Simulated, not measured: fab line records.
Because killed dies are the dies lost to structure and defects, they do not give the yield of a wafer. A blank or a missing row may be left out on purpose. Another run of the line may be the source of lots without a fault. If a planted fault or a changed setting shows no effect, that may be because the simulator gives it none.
What tool caused it? + flow nandHarc + 11 lots, 33 wafers sampled, at 6 steps of a route of 1159

## WHAT THE GAUGES READ, wafer by wafer
NHARC_END_SORT_01. Usual: killedAtArray 27, standard deviation 11; killedAtOther 0.7, standard deviation 1.1; killedAtPeriphery 3.4, standard deviation 2.1; killedDies 31, standard deviation 12; killedOpen 3.6, standard deviation 2; killedShort 2.0, standard deviation 1.3.
| lot  | measured     | on        | killedAtArray | killedAtOther | killedAtPeriphery | killedDies | killedOpen | killedShort | flag |
|------|--------------|-----------|---------------|---------------|-------------------|------------|------------|-------------|------|
| L692 | day 21 05:17 | prober-02 | 11 15         | 0 0           | 5 1               | 16 16      | 0 4        | 0 0         |      |

## WHICH TOOL RAN EACH LOT (tool, then ch and the chambers of the sampled wafers, then the start)
| lot  | NHARC_A_CONTACT_DESCUM_13         | NHARC_A_CONTACT_ETCH_136           | NHARC_A_CONTACT_STRIP_26                     | NHARC_A_CONTACT_CVD_19       | NHARC_A_CONTACT_CMP_20        |
|------|-----------------------------------|------------------------------------|----------------------------------------------|------------------------------|-------------------------------|
| L686 | rieDiel-02 ch 1,3, day 17 05:19   | harCapEtch-03 ch 0,1, day 17 06:41 | rieDiel-12 ch 1,3, day 17 12:58 or earlier   | cvdW-02 ch 1, day 17 12:58   | cmp-01 ch 2,3, day 17 13:44   |
| L688 | rieDiel-04 ch 0,1,3, day 17 07:17 | harCapEtch-02 ch 0,1, day 17 08:44 | rieDiel-12 ch 1,3, day 17 14:08 or earlier   | cvdW-02 ch 0,1, day 17 14:08 | cmp-03 ch 1,2, day 17 15:01   |
| L687 | rieDiel-12 ch 1,2, day 17 10:00   | harCapEtch-03 ch 1, day 17 11:57   | rieDiel-12 ch 0,2,3, day 17 14:44 or earlier | cvdW-01 ch 0,1, day 17 14:44 | cmp-01 ch 2,3, day 17 16:37   |
| L690 | rieDiel-12 ch 0,1,2, day 17 16:41 | harCapEtch-03 ch 0,1, day 17 18:05 | rieDiel-12 ch 1,2,3, day 17 23:43 or earlier | cvdW-01 ch 0,1, day 17 23:43 | cmp-03 ch 0,1,3, day 18 00:37 |
| L692 | rieDiel-02 ch 0,1, day 18 09:17   | harCapEtch-02 ch 0,1, day 18 10:47 | rieDiel-12 ch 2,3, day 18 16:37 or earlier   | cvdW-02 ch 0,1, day 18 16:37 | cmp-04 ch 0,1,2, day 18 21:04 |
| L699 | rieDiel-12 ch 0,1,2, day 19 22:34 | harCapEtch-01 ch 1, day 19 23:56   | rieDiel-12 ch 1,2,3, day 20 02:13 or earlier | cvdW-01 ch 0,1, day 20 02:13 | cmp-01 ch 1,3, day 20 03:00   |
| L701 | rieDiel-12 ch 2,3, day 20 18:23   | harCapEtch-02 ch 0,1, day 20 20:39 | rieDiel-04 ch 0,1,2, day 21 01:35 or earlier | cvdW-02 ch 0, day 21 01:35   | cmp-01 ch 2,3, day 21 02:29   |
| L702 | rieDiel-04 ch 0,2,3, day 21 07:04 | harCapEtch-03 ch 0,1, day 21 08:34 | rieDiel-02 ch 0,1,2, day 21 14:05 or earlier | cvdW-02 ch 0,1, day 21 14:05 | cmp-04 ch 0,1,3, day 21 14:58 |
| L706 | rieDiel-12 ch 0,2,3, day 22 03:21 | harCapEtch-01 ch 0,1, day 22 04:46 | rieDiel-12 ch 0,1,3, day 22 06:58 or earlier | cvdW-02 ch 0,1, day 22 06:58 | cmp-04 ch 0,2,3, day 22 07:51 |
| L708 | rieDiel-12 ch 2,3, day 22 10:14   | harCapEtch-03 ch 0,1, day 22 11:47 | rieDiel-04 ch 0,1, day 22 13:23              | cvdW-02 ch 0, day 22 16:22   | cmp-01 ch 0,1,3, day 22 17:11 |
| L707 | rieDiel-02 ch 0,1, day 22 16:52   | harCapEtch-03 ch 0,1, day 22 18:14 | rieDiel-12 ch 2,3, day 23 00:15 or earlier   | cvdW-01 ch 0,1, day 23 00:15 | cmp-03 ch 0,1, day 23 01:10   |
- NHARC_A_CONTACT_DESCUM_13: chemistry O2, time 3 s.
- NHARC_A_CONTACT_ETCH_136: etches the open film in C4F8/O2/Ar, time 132 s, target depth 1287 nm.
- NHARC_A_CONTACT_STRIP_26: strips in O2.
- NHARC_A_CONTACT_CVD_19: deposits W, target thk 300 nm, time 802 s.
- NHARC_A_CONTACT_CMP_20: polishes, t overpolish 30 s, target thk 300 nm.

## WHAT THE TOOLS THEMSELVES READ (means of the sampled wafers that have a number; where no wafer has one, the mark that the record gives instead)
NHARC_A_CONTACT_DESCUM_13. Usual: drypumpMotorCurrentA 5.4 A, standard deviation 0.45; oesProductAu 1.005 a.u., standard deviation 0.011; rfVppV 57.7 V, standard deviation 0.84; showerheadPlenumPTorr 1.89 Torr, standard deviation 0.064; throttleValvePct 11.312 %, standard deviation 0.008.
| lot  | tool       | drypumpMotorCurrentA (A) | oesProductAu (a.u.) | rfVppV (V) | showerheadPlenumPTorr (Torr) | throttleValvePct (%) | flag |
|------|------------|--------------------------|---------------------|------------|------------------------------|----------------------|------|
| L686 | rieDiel-02 | 5.5                      | 1.021               | 57.3       | 1.92                         | 11.310               |      |
| L688 | rieDiel-04 | 5.2                      | 1.005               | 57.8       | 1.87                         | 11.314               |      |
| L687 | rieDiel-12 | 5.0                      | 1.005               | 58.4       | 1.92                         | 11.305               |      |
| L690 | rieDiel-12 | 5.1                      | 1.001               | 58.6       | 1.93                         | 11.311               |      |
| L692 | rieDiel-02 | 5.8                      | 1.015               | 57.9       | 1.89                         | 11.311               |      |
| L699 | rieDiel-12 | 5.1                      | 0.995               | 58.2       | 1.92                         | 11.309               |      |
| L701 | rieDiel-12 | 5.5                      | 1.008               | 57.5       | 1.85                         | 11.325               |      |
| L702 | rieDiel-04 | 5.5                      | 1.014               | 57.6       | 1.86                         | 11.310               |      |
| L706 | rieDiel-12 | 5.6                      | 0.995               | 58.0       | 1.86                         | 11.308               |      |
| L708 | rieDiel-12 | 5.9                      | 1.000               | 56.8       | 1.83                         | 11.315               |      |
| L707 | rieDiel-02 | 5.8                      | 1.015               | 57.5       | 1.88                         | 11.311               |      |

NHARC_A_CONTACT_STRIP_26. Usual: drypumpMotorCurrentA 5.4 A, standard deviation 0.46; oesProductAu 1.006 a.u., standard deviation 0.01; rfVppV 57.6 V, standard deviation 0.9; showerheadPlenumPTorr 3.50 Torr, standard deviation 0.11; throttleValvePct 17.037 %, standard deviation 0.0094.
| lot  | tool       | drypumpMotorCurrentA (A) | oesProductAu (a.u.) | rfVppV (V) | showerheadPlenumPTorr (Torr) | throttleValvePct (%) | flag |
|------|------------|--------------------------|---------------------|------------|------------------------------|----------------------|------|
| L686 | rieDiel-12 | 5.2                      | 0.998               | 57.7       | 3.58                         | 17.040               |      |
| L688 | rieDiel-12 | 5.2                      | 0.999               | 57.3       | 3.58                         | 17.040               |      |
| L687 | rieDiel-12 | 5.6                      | 0.997               | 57.6       | 3.44                         | 17.028               |      |
| L690 | rieDiel-12 | 5.4                      | 1.004               | 57.5       | 3.50                         | 17.045               |      |
| L692 | rieDiel-12 | 5.5                      | 1.008               | 57.8       | 3.42                         | 17.033               |      |
| L699 | rieDiel-12 | 5.4                      | 1.001               | 57.7       | 3.50                         | 17.052               |      |
| L701 | rieDiel-04 | 5.4                      | 1.021               | 57.2       | 3.47                         | 17.038               |      |
| L702 | rieDiel-02 | 5.6                      | 1.006               | 58.4       | 3.59                         | 17.044               |      |
| L706 | rieDiel-12 | 5.5                      | 0.991               | 58.1       | 3.51                         | 17.041               |      |
| L708 | rieDiel-04 | 5.1                      | 1.015               | 57.0       | 3.48                         | 17.037               |      |
| L707 | rieDiel-12 | 5.5                      | 0.997               | 57.7       | 3.41                         | 17.042               |      |

NHARC_A_CONTACT_CVD_19. Usual: chamberPressureTorr 40.01 Torr, standard deviation 0.096; heaterPowerW 488 W, standard deviation 15; throttleValvePct 7.89 %, standard deviation 0.23.
| lot  | tool    | chamberPressureTorr (Torr) | heaterPowerW (W) | throttleValvePct (%) | flag |
|------|---------|----------------------------|------------------|----------------------|------|
| L686 | cvdW-02 | 39.92                      | 489              | 7.79                 |      |
| L688 | cvdW-02 | 40.03                      | 475              | 7.60                 |      |
| L687 | cvdW-01 | 40.06                      | 496              | 8.03                 |      |
| L690 | cvdW-01 | 39.97                      | 494              | 7.96                 |      |
| L692 | cvdW-02 | 39.99                      | 476              | 7.74                 |      |
| L699 | cvdW-01 | 39.85                      | 490              | 7.93                 |      |
| L701 | cvdW-02 | 39.99                      | 468              | 7.65                 |      |
| L702 | cvdW-02 | 40.04                      | 473              | 7.68                 |      |
| L706 | cvdW-02 | 39.97                      | 480              | 7.87                 |      |
| L708 | cvdW-02 | 40.04                      | 477              | 7.84                 |      |
| L707 | cvdW-01 | 40.00                      | 488              | 7.96                 |      |

NHARC_A_CONTACT_CMP_20. Usual: motorCurrentA 12.2 A, standard deviation 1.5; overpolishRunS 30.001 s, standard deviation 0.0084; timeToEndpointS 59.0 s, standard deviation 2.8.
| lot  | tool   | motorCurrentA (A) | overpolishRunS (s) | timeToEndpointS (s) | flag |
|------|--------|-------------------|--------------------|---------------------|------|
| L686 | cmp-01 | 11.0              | 30.000             | 63.0                |      |
| L688 | cmp-03 | 13.5              | 29.998             | 58.2                |      |
| L687 | cmp-01 | 10.4              | 30.000             | 121.7               | OFF  |
| L690 | cmp-03 | 12.5              | 29.999             | 59.7                |      |
| L692 | cmp-04 | 11.3              | 30.003             | 117.9               | OFF  |
| L699 | cmp-01 | 12.0              | 30.004             | 60.4                |      |
| L701 | cmp-01 | 11.5              | 30.001             | 57.8                |      |
| L702 | cmp-04 | 11.3              | 29.999             | 58.1                |      |
| L706 | cmp-04 | 12.0              | 30.001             | 59.4                |      |
| L708 | cmp-01 | 12.6              | 30.002             | 58.7                |      |
| L707 | cmp-03 | 13.3              | 30.005             | 59.1                |      |

## THE ANSWER, worked out from the rows above alone
Rule: a lot is off if the mean of its wafers that have a number lies more than 3 standard deviations from the usual mean. Also off: a lot with no number at a reading for which 4 or more lots have one. Where the step has rows for the other lots, those lots are counted as sound. After the gauges, taken in route order, come the tools' own readings; for these a lot's mean is taken, as printed above. At the first step where some lot is off, the reading lying furthest off is the one used; lots without a number count as furthest.
Off: L687, L692, at NHARC_A_CONTACT_CMP_20 (timeToEndpointS).
If a tool, at that step or one of the process steps before it, ran each lot that is off and ran no sound lot following the first of them, it fits. NHARC_A_CONTACT_STRIP_26: start missing for some lots; hours and lot order therefore follow NHARC_A_CONTACT_CVD_19. Of those tried, none fits.

## WHAT THE SIMULATOR PUT IN
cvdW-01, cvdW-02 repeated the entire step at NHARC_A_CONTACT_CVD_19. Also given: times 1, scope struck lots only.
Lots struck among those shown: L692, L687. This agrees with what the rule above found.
